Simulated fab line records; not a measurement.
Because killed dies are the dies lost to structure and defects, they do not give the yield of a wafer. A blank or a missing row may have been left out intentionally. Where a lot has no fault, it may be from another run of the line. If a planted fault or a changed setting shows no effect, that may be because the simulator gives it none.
Matching of chambers :: flow nand harc :: NHARC_A_STAIRCASE_CMP_450 on cmp-04 has 4 sister chambers
The step polishes SiO2, target thk 200 nm. 4 wafers are shown with their chamber, then 8 later ones without.

WAFERS, EACH WITH ITS CHAMBER
wafer: L087.5
chamber: 3
motor current A (A): 11.1

wafer: L088.6
chamber: 2
motor current A (A): 11.8

wafer: L091.2
chamber: 0
motor current A (A): 12.9

wafer: L092.2
chamber: 1
motor current A (A): 11.7

WAFERS MISSING THEIR CHAMBER
wafer: L092.3
motor current A (A): 12.3

wafer: L092.6
motor current A (A): 11.9

wafer: L097.4
motor current A (A): 12.0

wafer: L097.5
motor current A (A): 10.9

wafer: L097.6
motor current A (A): 12.5

wafer: L096.1
motor current A (A): 12.2

wafer: L096.3
motor current A (A): 11.8

wafer: L096.4
motor current A (A): 11.3

EACH ONE'S CHAMBER
wafer: L092.3
from the rows above: can't be placed: 2 or 0 or 1
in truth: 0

wafer: L092.6
from the rows above: can't be placed: 2 or 1
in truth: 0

wafer: L097.4
from the rows above: can't be placed: 2 or 1
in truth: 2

wafer: L097.5
from the rows above: 3
in truth: 3

wafer: L097.6
from the rows above: can't be placed: 0 or 2 or 1
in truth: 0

wafer: L096.1
from the rows above: can't be placed: 2 or 1 or 0
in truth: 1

wafer: L096.3
from the rows above: can't be placed: 2 or 1
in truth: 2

wafer: L096.4
from the rows above: can't be placed: 3 or 1 or 2
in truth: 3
Placed correctly: 1 of 8. Cannot be placed on the basis of these rows: 7; the candidates contain the true chamber in 6. Placed wrongly: 0.
How it was worked out, from the rows above alone: a wafer's distance from a chamber is the root of the sum, over the readings, of the square of ((its reading less the chamber's mean) divided by the reading's scatter). If the next closest chamber is less than 2 further off than the closest, the wafer can't be placed; otherwise it belongs to the closest. A chamber's mean is the mean of its shown wafers. The scatter (one wafer shown for each chamber): square how far every hidden wafer sits from the nearest shown wafer, average those squares and take the square root.
